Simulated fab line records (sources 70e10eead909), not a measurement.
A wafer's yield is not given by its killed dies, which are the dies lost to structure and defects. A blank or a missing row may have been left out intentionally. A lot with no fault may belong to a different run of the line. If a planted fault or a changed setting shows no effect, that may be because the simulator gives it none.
A struck lot beside a sound one -- flow nand-harc -- 18 steps out of a route of 1302
Sound: wafers L573.1, L573.3, L573.6. Wafers L582.4, L582.5, L582.6 were the ones struck. The cause comes at the end.
For every step that has rows: the tool of each side, followed by ch and its chambers, followed by its first start. Under that, the readings that differ: sound wafers -- struck wafers -- difference of the means -- sigmas: that difference in standard deviations of wafers without a fault.
alike: readings whose means differ by less than 2 such deviations, and words and numbers that are the same on both sides. not compared: withheld readings, readings that some wafer has no value for, bounds like >300 that may hide the same value, and numbers for which the record gives no deviation and whose values overlap.
Wherever a step has rows on one side only, a row that says differs or no value, or a row with sigmas, the two part there. When numbers do not overlap yet have no deviation, they are printed without sigmas and do not part them. Lack of a reading on every wafer of one side parts them only where that side has two or more wafers.

first, 1 step without rows for these wafers: NHARC_A_SGD_CUT_ETCH_59 (etches the open film in N2/H2, target depth 260 nm, time 406.25 s).
NHARC_A_SGD_CUT_ETCH_15: etches the open film in CH3F/O2, target depth 75 nm, time 64.3 s.
  sound on rie-diel-01 ch 1,2,3; struck on rie-diel-01 ch 0,2,3
  alike: drypump-motor-current-A, o2-flow-sccm, oes-product-au, rf-vpp-V, showerhead-plenum-p-Torr, throttle-valve-pct
  not compared: rf-hours-counter-h
NHARC_A_SGD_CUT_ETCH_16: etches the open film in C4F8/O2/Ar, target depth 310.5 nm, time 155.2 s.
  sound on rie-diel-01 ch 0,2,3; struck on rie-diel-01 ch 1,2
  alike: oes-product-au, rf-vpp-V
  not compared: rf-hours-counter-h
then, 1 step without rows for these wafers: NHARC_A_SGD_CUT_STRIP_60 (strips in C4F8/O2/Ar).
NHARC_A_SGD_CUT_STRIP_17: strips in O2.
  sound on rie-diel-01 ch 0,1,2; struck on rie-diel-01 ch 2,3
  alike: drypump-motor-current-A, o2-flow-sccm, oes-product-au, rf-vpp-V, showerhead-plenum-p-Torr, throttle-valve-pct
  not compared: rf-hours-counter-h
then, 5 steps without rows for these wafers: NHARC_A_SGD_CUT_PRECLEAN_18 (cleans in SC1); NHARC_A_SGD_CUT_SRD_19; NHARC_A_SGD_CUT_DEP_20 (deposits SiO2, target thk 150 nm); NHARC_A_SGD_CUT_ANNEAL_27 (time 1800 s); NHARC_A_SGD_CUT_CMP_21 (polishes, target thk 148.19 nm).
NHARC_A_SGD_CUT_THK_MEAS_22: measures by ellipsometry.
  sound on film-metro-01, day 21 18:31; struck on film-metro-01, day 24 21:49
  alike: thk-nm
following that, these wafers have no rows for 1 step: NHARC_A_SGD_CUT_SRD_23.
NHARC_A_SGD_CUT_ETCH_26: etches SiO2 in dHF, target depth 45.8 nm.
  sound on wet-bench-04 ch 5,6,7, day 21 18:35; struck on wet-bench-04 ch 3,4,7, day 24 21:52
NHARC_A_SGD_CUT_ETCHBACK_24: etches the open film in CH3F/O2, target depth 50 nm, time 92.857 s.
  sound on rie-diel-07 ch 1,2,3, day 21 18:45; struck on rie-diel-10 ch 2,3, day 24 22:02
  alike: drypump-motor-current-A, o2-flow-sccm, oes-product-au, rf-vpp-V, showerhead-plenum-p-Torr, throttle-valve-pct
  not compared: rf-hours-counter-h
then, 1 step without rows for these wafers: NHARC_A_SGD_CUT_STRIP_28 (strips in O2, time 20 s).
NHARC_A_SGD_CUT_INSPECT_25:
  sound on defect-inspect-02, day 21 18:58; struck on defect-inspect-02, day 24 22:27
reading,sound,struck,difference,sigmas
raw-defect-count,297 308 370,1101 989 1025,+713,+8
  not compared: hold
NHARC_A_SLIT_DEP_25: deposits SiO2, target thk 200 nm.
  sound on pecvd-04 ch 0,2, day 21 19:02; struck on pecvd-01 ch 0,1,2, day 25 00:46
reading,sound,struck,difference,sigmas
hold,- - -,await-dispo/2.1h/release await-dispo/2.1h/release await-dispo/2.1h/release,no value on the sound wafers,
  alike: flow-sccm, heater-power-w, showerhead-vpp-V, throttle-valve-pct
-- record jumps: 5 days between struck wafers' starts before vs after; left off in module A_SLIT, resumes in module END, first step shown is number 1302 of the route --
NHARC_END_SORT_01:
  only the struck wafers appear in the record here, on prober-01 ch 0 at day 30 01:11; the sound ones have no rows

WHERE THEY PART
At NHARC_A_SGD_CUT_INSPECT_25 first; at NHARC_END_SORT_01 last (within this record only).

WHY: what had been put in by the simulator
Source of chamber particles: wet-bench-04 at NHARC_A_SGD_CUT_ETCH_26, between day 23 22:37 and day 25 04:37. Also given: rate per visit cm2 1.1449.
